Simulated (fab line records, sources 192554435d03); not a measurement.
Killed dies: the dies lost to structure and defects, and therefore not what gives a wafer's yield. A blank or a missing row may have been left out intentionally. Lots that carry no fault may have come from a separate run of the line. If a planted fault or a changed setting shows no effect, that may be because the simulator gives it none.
Chamber matching | flow n5_finfet | N5_BEOL_M6_PECVD_70 on pecvd-04: 3 sister chambers
The step deposits SiO2 from TEOS/O2, target thk 20 nm, time 22.7 s. 6 wafers are shown with their chamber, then 9 later ones without.

WAFERS PAIRED WITH THEIR CHAMBERS
wafer  | chamber | heater_power_w (W) | throttle_valve_pct (%)
L087.1 | 1       | 892                | 22.9
L087.2 | 2       | 641                | 22.6
L087.3 | 0       | 585                | 22.0
L087.4 | 0       | 630                | 22.1
L087.5 | 2       | 657                | 22.9
L087.6 | 1       | 912                | 22.9

WAFERS WITHOUT THEIR CHAMBER
wafer  | heater_power_w (W) | throttle_valve_pct (%)
L089.4 | 592                | 22.6
L089.5 | 946                | 23.1
L089.6 | 691                | 22.1
L094.1 | 708                | 22.1
L094.2 | 676                | 22.7
L094.6 | 664                | 23.0
L096.1 | 635                | 23.0
L096.2 | 675                | 22.0
L096.6 | 823                | 23.2

WHICH CHAMBER EACH WENT THROUGH
wafer  | from the rows above     | in truth
L089.4 | can't be placed: 2 or 0 | 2
L089.5 | 1                       | 1
L089.6 | can't be placed: 0 or 2 | 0
L094.1 | can't be placed: 0 or 2 | 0
L094.2 | 2                       | 2
L094.6 | 2                       | 2
L096.1 | 2                       | 2
L096.2 | 0                       | 0
L096.6 | 1                       | 1
Placed correctly: 6 of 9. Can't be placed from these rows: 3 (the true chamber is among the candidates in 3). 0 placed wrongly.
How it was worked out, from the rows above alone: a wafer's distance from a chamber is the root of the sum, over the readings, of the square of ((its reading less the chamber's mean) divided by the reading's scatter). If the next closest chamber is less than 2 further off than the closest, the wafer can't be placed; otherwise it belongs to the closest. For every chamber, the mean is computed from those of its wafers that are shown. The scatter is the square root of a quotient: the sum, over the shown wafers, of each reading's squared deviation from its chamber's mean, divided by wafers minus chambers.
